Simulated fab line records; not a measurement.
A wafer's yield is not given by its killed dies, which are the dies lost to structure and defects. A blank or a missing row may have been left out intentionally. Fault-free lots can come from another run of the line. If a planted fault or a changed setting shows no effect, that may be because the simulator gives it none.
Matching of chambers | flow n5 finfet | 4 sister chambers for N5_BEOL_M7_CMP_52 on cmp-03
The step polishes, stops on SiCOH lowk, t overpolish 6.9 s, target thk 80 nm. 8 wafers are shown with their chamber, then 9 later ones without.

## WAFERS PAIRED WITH THEIR CHAMBERS
wafer  | chamber | motor current A (A) | overpolish run s (s)
L080.1 | 1       | 6.6                 | 6.903
L080.4 | 3       | 6.8                 | 6.894
L081.1 | 0       | 5.8                 | 6.903
L081.2 | 2       | 5.8                 | 6.894
L081.5 | 3       | 6.8                 | 6.913
L083.1 | 2       | 5.8                 | 6.906
L083.3 | 0       | 5.8                 | 6.898
L083.6 | 1       | 6.9                 | 6.916

## WAFERS WITH NO CHAMBER GIVEN
wafer  | motor current A (A) | overpolish run s (s)
L087.3 | 5.8                 | 6.901
L087.5 | 7.0                 | 6.896
L087.6 | 5.9                 | 6.909
L091.1 | 7.1                 | 6.910
L091.2 | 5.6                 | 6.908
L091.4 | 5.8                 | 6.908
L093.1 | 5.7                 | 6.885
L093.3 | 6.7                 | 6.898
L093.6 | 5.9                 | 6.903

## WHICH CHAMBER EACH WENT THROUGH
wafer  | from the rows above     | in truth
L087.3 | can't be placed: 0 or 2 | 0
L087.5 | can't be placed: 3 or 1 | 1
L087.6 | can't be placed: 0 or 2 | 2
L091.1 | can't be placed: 3 or 1 | 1
L091.2 | can't be placed: 0 or 2 | 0
L091.4 | can't be placed: 0 or 2 | 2
L093.1 | can't be placed: 2 or 0 | 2
L093.3 | can't be placed: 3 or 1 | 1
L093.6 | can't be placed: 0 or 2 | 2
Correctly placed: 0 of 9. Unplaceable from these rows: 9, with the true chamber sitting among the candidates in 9. 0 placed wrongly.
How it was worked out, from the rows above alone: a wafer's distance from a chamber is the root of the sum, over the readings, of the square of ((its reading less the chamber's mean) divided by the reading's scatter). If the next closest chamber is less than 2 further off than the closest, the wafer can't be placed; otherwise it belongs to the closest. Each chamber's mean is taken over the wafers shown for it. The scatter: the root of (the sum of the squares of (reading less its chamber's mean) over the shown wafers, divided by (wafers less chambers)).
